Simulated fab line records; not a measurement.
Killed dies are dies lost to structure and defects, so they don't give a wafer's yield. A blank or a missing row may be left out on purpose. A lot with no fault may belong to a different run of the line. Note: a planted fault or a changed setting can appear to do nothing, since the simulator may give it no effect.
fab line records	flow nand_harc
record lots=14	wafers=42	last_day=31
route steps=1302 shown A_BONDPAD@1226 THIN_TSV@1275 END@1302
lots with no fault: from the same line, run without faults
start_h: the number of hours between the record's first day and the start of the first shown wafer of the lot	wait_h: how many hours have passed since the lot's step before this one	" as in the row above	L1.1+2: several wafers, shown together as one row	- no value, or no start was given	* or withheld: withheld	< > ~ a bound
route shown NAME@n: NAME is a module with steps in the file, n the number in the route of the first one	usual: average and standard deviation across the fault-free wafers	same: alike in all rows	chamber/n: place in a boat	sites: the reading at each site	_std_site: the standard deviation of these	_edge_site: mean of outer sites minus mean of inner sites	radius_mm: how far each site lies from the wafer's centre	mask NAME#n: copy n	behind: the tool/chamber that last shaped the wafer	hold: the reason the lot was held/the length of the hold in hours/how it ended	device: transistor that didn't switch, given as n, p or np	end of line: tests run on the same wafers once the route is complete	a step without rows: its recipe alone	killed: the dies lost at the first sort to structure and to defects; this is not the yield of the wafer	map: the dies of a wafer, with x for killed, . for not killed, _ for no die there
set.NAME: the setting the step ran with; set.NAME@STEP: the setting that earlier step ran with	model.NAME: the simulator's own value behind a step, which no gauge read
one table for each step of the route and one row for each wafer, over a sample of lots
services: the hour from which a tool's chamber was out of use, counted from the record's first day as start_h (under 0 if before that day), plus the number of hours and why
## steps
# step NHARC_A_BONDPAD_PRE_CLEAN_26
# recipe time_s=30	temp_c=280	gas=H2/He
# usual heater_power_w=411/33
lot.wafer	tool	chamber	start_h	wait_h	heater_power_w
L887.1	pvd_sputter-02	-	518.44	-	376
L887.4	"	-	"	"	408
L887.2	"	-	"	"	390
L888.2	pvd_sputter-03	-	538.65	-	416
L888.6	"	-	"	"	434
L888.5	"	-	"	"	432
L889.1	pvd_sputter-03	-	545.06	-	431
L889.2	"	-	"	"	372
L889.5	"	-	"	"	442
L890.2	pvd_sputter-02	-	547.56	-	342
L890.3	"	-	"	"	390
L890.6	"	-	"	"	342
L891.3	pvd_sputter-02	-	564.01	-	350
L891.1	"	-	"	"	380
L891.5	"	-	"	"	379
L892.2	pvd_sputter-03	-	580.34	-	433
L892.6	"	-	"	"	434
L892.5	"	-	"	"	365
L894.4	pvd_sputter-03	-	603.22	-	403
L894.3	"	-	"	"	365
L894.6	"	-	"	"	430
L893.1	pvd_sputter-01	-	609.42	-	419
L893.3	"	-	"	"	469
L893.5	"	-	"	"	426
L896.2	pvd_sputter-01	-	631.71	-	395
L896.4	"	-	"	"	430
L896.6	"	-	"	"	402
L898.3	pvd_sputter-02	-	632.54	-	424
L898.2	"	-	"	"	340
L898.1	"	-	"	"	384
L900.1	pvd_sputter-03	-	676.12	-	409
L900.2	"	-	"	"	375
L900.6	"	-	"	"	434
L903.3	pvd_sputter-03	-	679.29	-	432
L903.1	"	-	"	"	414
L903.5	"	-	"	"	430
L901.4	pvd_sputter-01	-	684.50	-	468
L901.6	"	-	"	"	396
L901.5	"	-	"	"	419
L904.4	pvd_sputter-01	-	704.98	-	384
L904.3	"	-	"	"	477
L904.6	"	-	"	"	388
# step NHARC_THIN_TSV_ANNEAL_52
# recipe temp_c=225	time_s=90
# usual wafer_temp_C_max=226.2/0.31
lot.wafer	tool	chamber	start_h	wait_h	wafer_temp_C_max
L887.1	rtp_anneal-02	0	537.56	0.6	226.0
L887.2	"	0	"	"	225.6
L887.4	"	0	"	"	225.8
L888.2	rtp_anneal-02	0	557.46	0.6	225.7
L888.5	"	0	"	"	225.9
L888.6	"	0	"	"	225.6
L890.2	rtp_anneal-01	0	562.54	0.7	226.1
L890.3	"	0	"	"	226.5
L890.6	"	0	"	"	226.1
L889.1	rtp_anneal-01	0	563.72	0.5	226.8
L889.2	"	0	"	"	226.4
L889.5	"	0	"	"	226.4
L891.1	rtp_anneal-02	0	581.48	0.6	225.8
L891.3	"	0	"	"	225.7
L891.5	"	0	"	"	226.0
L892.2	rtp_anneal-01	0	597.99	0.6	226.0
L892.5	"	0	"	"	226.2
L892.6	"	0	"	"	226.2
L894.3	rtp_anneal-02	0	623.63	0.4	226.5
L894.4	"	0	"	"	225.8
L894.6	"	0	"	"	225.8
L893.1	rtp_anneal-02	0	628.47	0.6	226.0
L893.3	"	0	"	"	226.0
L893.5	"	0	"	"	225.7
L896.2	rtp_anneal-01	0	651.84	0.6	225.9
L896.4	"	0	"	"	226.3
L896.6	"	0	"	"	225.9
L898.1	rtp_anneal-02	0	652.98	0.5	225.7
L898.2	"	0	"	"	225.6
L898.3	"	0	"	"	226.2
L903.1	rtp_anneal-01	0	695.24	0.5	225.9
L903.3	"	0	"	"	226.1
L903.5	"	0	"	"	226.3
L900.1	rtp_anneal-01	0	696.54	0.5	226.2
L900.2	"	0	"	"	226.2
L900.6	"	0	"	"	226.1
L901.4	rtp_anneal-01	0	703.91	0.5	226.3
L901.5	"	0	"	"	226.2
L901.6	"	0	"	"	226.0
L904.3	rtp_anneal-01	0	722.80	0.5	226.2
L904.4	"	0	"	"	226.7
L904.6	"	0	"	"	226.5
# step NHARC_THIN_TSV_CD_MEAS_33
# recipe target_cd_nm=5000	landing_energy_ev=500
# usual cd_nm=5000.7/1.7
lot.wafer	tool	chamber	start_h	wait_h	cd_nm
L887.1	cd_sem-03	0	539.37	-	5003.5
L887.2	"	0	"	"	4998.9
L887.4	"	0	"	"	5001.1
L888.2	cd_sem-03	0	559.23	-	4997.4
L888.5	"	0	"	"	4999.8
L888.6	"	0	"	"	5000.5
L890.2	cd_sem-01	0	564.30	-	5001.6
L890.3	"	0	"	"	5002.9
L890.6	"	0	"	"	5002.3
L889.1	cd_sem-02	0	565.54	-	5000.9
L889.2	"	0	"	"	5000.5
L889.5	"	0	"	"	5000.0
L891.1	cd_sem-01	0	583.30	-	5002.5
L891.3	"	0	"	"	5000.7
L891.5	"	0	"	"	4998.3
L892.2	cd_sem-01	0	599.90	-	4999.9
L892.5	"	0	"	"	5000.6
L892.6	"	0	"	"	5001.3
L894.3	cd_sem-02	0	625.50	-	4998.7
L894.4	"	0	"	"	5000.9
L894.6	"	0	"	"	4998.9
L893.1	cd_sem-02	0	630.42	-	5001.4
L893.3	"	0	"	"	5001.8
L893.5	"	0	"	"	5000.5
L896.2	cd_sem-03	0	653.73	-	5000.7
L896.4	"	0	"	"	4997.4
L896.6	"	0	"	"	5002.4
L898.1	cd_sem-02	0	654.81	-	5000.3
L898.2	"	0	"	"	4998.2
L898.3	"	0	"	"	5001.6
L903.1	cd_sem-02	0	697.17	-	4997.9
L903.3	"	0	"	"	5003.4
L903.5	"	0	"	"	5002.0
L900.1	cd_sem-02	0	698.36	-	4996.2
L900.2	"	0	"	"	4997.6
L900.6	"	0	"	"	4997.5
L901.4	cd_sem-03	0	705.74	-	5004.2
L901.5	"	0	"	"	4999.5
L901.6	"	0	"	"	5001.8
L904.3	cd_sem-02	0	724.65	-	5001.4
L904.4	"	0	"	"	5002.6
L904.6	"	0	"	"	5000.7
# step NHARC_END_SORT_01
# recipe temp_c=25
# usual defect_limited_yield=91.1/2.9	killed_at_array=55/20	killed_at_other=1.1/1.2	killed_at_periphery=3.8/2.8	killed_dies=60/19	killed_open=3.4/1.9	killed_short=2.2/1.5
# same gross_dies=677
lot.wafer	tool	chamber	start_h	wait_h	defect_limited_yield[%]	killed_at_array	killed_at_other	killed_at_periphery	killed_dies	killed_open	killed_short
L894.3	prober-02	0	634.91	3.1	96.2	20	6	0	26	5	2
L894.4	prober-02	0	635.71	3.4	95.0	29	3	2	34	3	3
L894.6	prober-02	0	637.31	4.0	95.1	30	1	2	33	7	2
L893.1	prober-01	0	641.12	2.5	91.7	51	1	4	56	4	1
L893.3	prober-01	0	642.75	3.1	89.5	65	1	5	71	7	1
L893.5	prober-01	0	644.37	3.7	90.5	60	1	3	64	4	1
L898.1	prober-02	0	662.90	2.5	90.8	58	1	3	62	3	4
L898.2	prober-02	0	663.70	2.8	91.3	52	1	6	59	1	3
L898.3	prober-02	0	664.49	3.1	91.4	46	2	10	58	6	4
L896.2	prober-01	0	663.72	2.8	89.7	65	1	4	70	3	3
L896.4	prober-01	0	665.31	3.4	88.6	74	0	3	77	3	0
L896.6	prober-01	0	666.90	4.0	87.9	81	0	1	82	1	2
L903.1	prober-01	0	705.25	2.5	90.1	63	1	3	67	7	6
L903.3	prober-01	0	706.84	3.1	92.0	50	0	4	54	3	2
L903.5	prober-01	0	708.44	3.7	89.5	65	1	5	71	6	5
L900.1	prober-01	0	713.01	2.5	93.2	43	0	3	46	2	2
L900.2	prober-01	0	713.82	2.8	92.9	43	1	4	48	5	4
L900.6	prober-01	0	717.07	4.1	91.9	54	0	1	55	3	3
L901.4	prober-02	0	719.16	3.4	77.4	145	1	7	153	2	3
L901.5	prober-02	0	719.96	3.7	79.5	138	0	1	139	0	4
L901.6	prober-02	0	720.77	4.0	80.8	123	5	2	130	0	2
L904.3	prober-01	0	737.10	3.1	76.2	151	2	8	161	3	6
L904.4	prober-01	0	737.90	3.4	80.2	123	2	9	134	1	3
L904.6	prober-01	0	739.51	4.0	81.2	120	3	4	127	3	1
# killed by level:class
L894.3 A_CHANNEL_HOLE_D2:chamber_film_flake=7 THIN_TSV:chamber_film_flake=6 A_CHANNEL_HOLE_D1:chamber_film_flake=2 A_DECK1_JOINT:chamber_film_flake=2 A_ONON_D1:geometric_particle:open=1 A_ONON_D1:geometric_particle:short=1 A_CHANNEL_FILL_D1:geometric_particle:open=1 A_ONON_D2:geometric_particle:short=1
L894.4 A_CHANNEL_HOLE_D2:chamber_film_flake=14 THIN_TSV:chamber_film_flake=3 A_STAIRCASE:chamber_film_flake=2 A_DECK1_JOINT:geometric_particle:short=2 A_ZERO_WELL:chamber_film_flake=2 A_CHANNEL_HOLE_D1:chamber_film_flake=2 A_SLIT:chamber_film_flake=2 P_GATE:geometric_particle:open=1
L894.6 A_CHANNEL_HOLE_D2:chamber_film_flake=14 A_CHANNEL_HOLE_D1:chamber_film_flake=4 A_CHANNEL_FILL_D1:geometric_particle:open=3 A_CONTACT:chamber_film_flake=2 P_CONTACT:geometric_particle:open=1 P_M0:geometric_particle:open=1 A_SOURCE_PLATE:geometric_particle:short=1 A_ONON_D2:geometric_particle:open=1
L893.1 A_CHANNEL_HOLE_D1:chamber_film_flake=26 A_CHANNEL_HOLE_D2:chamber_film_flake=15 A_M1:geometric_particle:open=2 P_CONTACT:chamber_film_flake=2 P_CONTACT:geometric_particle:open=1 A_CHANNEL_FILL_D2:geometric_particle:short=1 A_SGD_CUT:geometric_particle:open=1 P_GATE:chamber_film_flake=1
L893.3 A_CHANNEL_HOLE_D1:chamber_film_flake=28 A_CHANNEL_HOLE_D2:chamber_film_flake=17 A_CONTACT:chamber_film_flake=3 A_CHANNEL_FILL_D2:chamber_film_flake=3 A_SLIT:chamber_film_flake=3 P_CONTACT:geometric_particle:open=2 A_DECK1_JOINT:chamber_film_flake=2 A_CHANNEL_HOLE_D1:geometric_particle:open=1
L893.5 A_CHANNEL_HOLE_D1:chamber_film_flake=33 A_CHANNEL_HOLE_D2:chamber_film_flake=10 A_CONTACT:chamber_film_flake=3 A_STAIRCASE:chamber_film_flake=3 A_WL_FILL:chamber_film_flake=3 A_DECK1_JOINT:chamber_film_flake=2 A_CHANNEL_FILL_D2:chamber_film_flake=2 P_GATE:geometric_particle:open=1
L898.1 A_CHANNEL_HOLE_D1:chamber_film_flake=34 A_CONTACT:chamber_film_flake=7 A_STAIRCASE:chamber_film_flake=6 A_SLIT:chamber_film_flake=2 P_M0:geometric_particle:short=1 A_DECK1_JOINT:geometric_particle:short=1 A_CHANNEL_FILL_D2:geometric_particle:short=1 A_SLIT:geometric_particle:short=1
L898.2 A_CHANNEL_HOLE_D1:chamber_film_flake=29 A_CONTACT:chamber_film_flake=11 P_STI:chamber_film_flake=4 A_STAIRCASE:chamber_film_flake=4 A_WL_FILL:geometric_particle:short=2 A_M0:chamber_film_flake=2 A_CHANNEL_HOLE_D2:chamber_film_flake=2 A_CHANNEL_HOLE_D2:geometric_particle:short=1
L896.2 A_CHANNEL_HOLE_D1:chamber_film_flake=30 A_SLIT:chamber_film_flake=26 A_CHANNEL_HOLE_D2:unspecified=2 A_CHANNEL_FILL_D2:chamber_film_flake=2 P_CONTACT:geometric_particle:open=1 A_ONON_D1:geometric_particle:short=1 A_CHANNEL_FILL_D2:geometric_particle:short=1 A_CONTACT:geometric_particle:open=1
L898.3 A_CHANNEL_HOLE_D1:chamber_film_flake=25 A_STAIRCASE:chamber_film_flake=9 P_STI:chamber_film_flake=6 A_CONTACT:chamber_film_flake=5 P_M0:geometric_particle:open=2 THIN_TSV:chamber_film_flake=2 P_M1:geometric_particle:open=1 P_M2:geometric_particle:short=1
L896.4 A_SLIT:chamber_film_flake=31 A_CHANNEL_HOLE_D1:chamber_film_flake=30 A_CONTACT:chamber_film_flake=6 P_GATE:geometric_particle:open=1 A_CHANNEL_FILL_D1:geometric_particle:open=1 A_WL_FILL:geometric_particle:open=1 P_ZERO_WELL:chamber_film_flake=1 P_STI:chamber_film_flake=1
L896.6 A_SLIT:chamber_film_flake=34 A_CHANNEL_HOLE_D1:chamber_film_flake=28 A_CONTACT:chamber_film_flake=5 A_CHANNEL_HOLE_D2:unspecified=4 A_CHANNEL_HOLE_D2:chamber_film_flake=3 A_CHANNEL_HOLE_D1:geometric_particle:short=1 A_CHANNEL_HOLE_D2:geometric_particle:short=1 A_BLC:geometric_particle:open=1
L903.1 A_SLIT:chamber_film_flake=28 A_CHANNEL_HOLE_D2:chamber_film_flake=13 A_CHANNEL_HOLE_D1:chamber_film_flake=7 A_CONTACT:chamber_film_flake=3 A_CHANNEL_FILL_D1:geometric_particle:short=2 A_CHANNEL_FILL_D2:geometric_particle:short=2 P_GATE:chamber_film_flake=2 P_GATE:geometric_particle:open=1
L903.3 A_SLIT:chamber_film_flake=23 A_CHANNEL_HOLE_D2:chamber_film_flake=14 A_CONTACT:chamber_film_flake=4 A_DECK1_JOINT:chamber_film_flake=3 P_GATE:chamber_film_flake=2 P_CONTACT:geometric_particle:short=1 P_CONTACT:geometric_particle:open=1 A_DECK1_JOINT:geometric_particle:short=1
L903.5 A_SLIT:chamber_film_flake=24 A_CHANNEL_HOLE_D2:chamber_film_flake=18 A_CHANNEL_HOLE_D1:chamber_film_flake=7 A_CONTACT:chamber_film_flake=4 A_CHANNEL_HOLE_D2:geometric_particle:open=2 A_WL_FILL:geometric_particle:short=2 P_GATE:chamber_film_flake=2 A_STAIRCASE:chamber_film_flake=2
L900.1 A_CHANNEL_HOLE_D2:chamber_film_flake=19 A_CHANNEL_HOLE_D1:chamber_film_flake=13 A_STAIRCASE:chamber_film_flake=3 A_CONTACT:chamber_film_flake=2 A_ONON_D2:geometric_particle:short=1 A_WL_FILL:geometric_particle:short=1 A_BLC:geometric_particle:open=1 A_M0:geometric_particle:open=1
L900.2 A_CHANNEL_HOLE_D2:chamber_film_flake=22 A_CHANNEL_HOLE_D1:chamber_film_flake=6 A_CONTACT:chamber_film_flake=4 P_M0:geometric_particle:open=2 A_CHANNEL_FILL_D1:geometric_particle:short=2 A_ONON_D2:geometric_particle:open=2 A_CHANNEL_FILL_D2:chamber_film_flake=2 A_SLIT:chamber_film_flake=2
L900.6 A_CHANNEL_HOLE_D2:chamber_film_flake=24 A_CHANNEL_HOLE_D1:chamber_film_flake=11 A_CONTACT:chamber_film_flake=6 A_SLIT:chamber_film_flake=5 A_DECK1_JOINT:geometric_particle:short=2 A_ONON_D1:geometric_particle:open=1 A_CHANNEL_HOLE_D1:geometric_particle:short=1 A_CHANNEL_FILL_D1:geometric_particle:open=1
L901.4 A_BONDPAD:unspecified=95 A_CHANNEL_HOLE_D1:chamber_film_flake=39 P_STI:chamber_film_flake=4 A_SLIT:chamber_film_flake=4 A_CONTACT:chamber_film_flake=2 P_M1:geometric_particle:open=1 A_ONON_D1:geometric_particle:open=1 A_ONON_D1:geometric_particle:short=1
L901.5 A_BONDPAD:unspecified=96 A_CHANNEL_HOLE_D1:chamber_film_flake=28 A_SLIT:chamber_film_flake=3 A_DECK1_JOINT:chamber_film_flake=3 A_CONTACT:chamber_film_flake=3 A_DECK1_JOINT:geometric_particle:short=2 A_ONON_D2:geometric_particle:short=1 A_WL_FILL:geometric_particle:short=1
L901.6 A_BONDPAD:unspecified=85 A_CHANNEL_HOLE_D1:chamber_film_flake=33 THIN_TSV:chamber_film_flake=5 A_SLIT:chamber_film_flake=2 A_CHANNEL_FILL_D1:geometric_particle:short=1 A_WL_FILL:geometric_particle:short=1 P_GATE:chamber_film_flake=1 P_M1:chamber_film_flake=1
L904.3 A_BONDPAD:unspecified=93 A_CHANNEL_HOLE_D1:chamber_film_flake=36 A_SLIT:chamber_film_flake=7 A_CONTACT:chamber_film_flake=5 P_ZERO_WELL:chamber_film_flake=2 P_CONTACT:chamber_film_flake=2 A_WL_FILL:chamber_film_flake=2 THIN_TSV:chamber_film_flake=2
L904.4 A_BONDPAD:unspecified=79 A_CHANNEL_HOLE_D1:chamber_film_flake=27 A_SLIT:chamber_film_flake=7 P_ZERO_WELL:chamber_film_flake=4 A_CONTACT:chamber_film_flake=4 P_GATE:chamber_film_flake=3 THIN_TSV:chamber_film_flake=2 A_ONON_D1:geometric_particle:short=1
L904.6 A_BONDPAD:unspecified=78 A_CHANNEL_HOLE_D1:chamber_film_flake=30 A_SLIT:chamber_film_flake=7 A_WL_FILL:chamber_film_flake=2 THIN_TSV:chamber_film_flake=2 P_M0:geometric_particle:open=1 A_ONON_D1:geometric_particle:open=1 A_CHANNEL_FILL_D2:geometric_particle:short=1
## services
tool	chamber	start_h	hours	kind
pvd_sputter-03	-	526.04	10.0	pm
pvd_sputter-01	-	571.49	10.4	repair
pvd_sputter-01	-	582.92	10.0	pm
pvd_sputter-03	-	637.47	4.3	repair
pvd_sputter-02	-	638.96	10.0	pm
pvd_sputter-02	-	683.60	11.2	repair
pvd_sputter-03	-	704.04	10.0	pm
pvd_sputter-01	-	710.34	7.1	repair
## key
first_sign step=NHARC_END_SORT_01	reading=defect_limited_yield	direction=down	sigmas=4.1	usual=91.1	struck=79.2
effect step=NHARC_END_SORT_01	reading=killed_dies	direction=up	sigmas=4.1	usual=60	struck=141
more_kills_born_at NHARC_A_BONDPAD_PRE_CLEAN_26@pvd_sputter-01=526
met_at NHARC_A_BONDPAD_PRE_CLEAN_26
struck_lots L901,L904
not_acting_at NHARC_THIN_TSV_ANNEAL_52,NHARC_THIN_TSV_CD_MEAS_33
onset_between 631.71 684.50
also_fits time
fault kind=chamber_particle_source	tool=pvd_sputter-01	chamber=-	onset_h=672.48	steps=NHARC_A_BONDPAD_PRE_CLEAN_26	rate_per_visit_cm2=1.3144	end_h=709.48
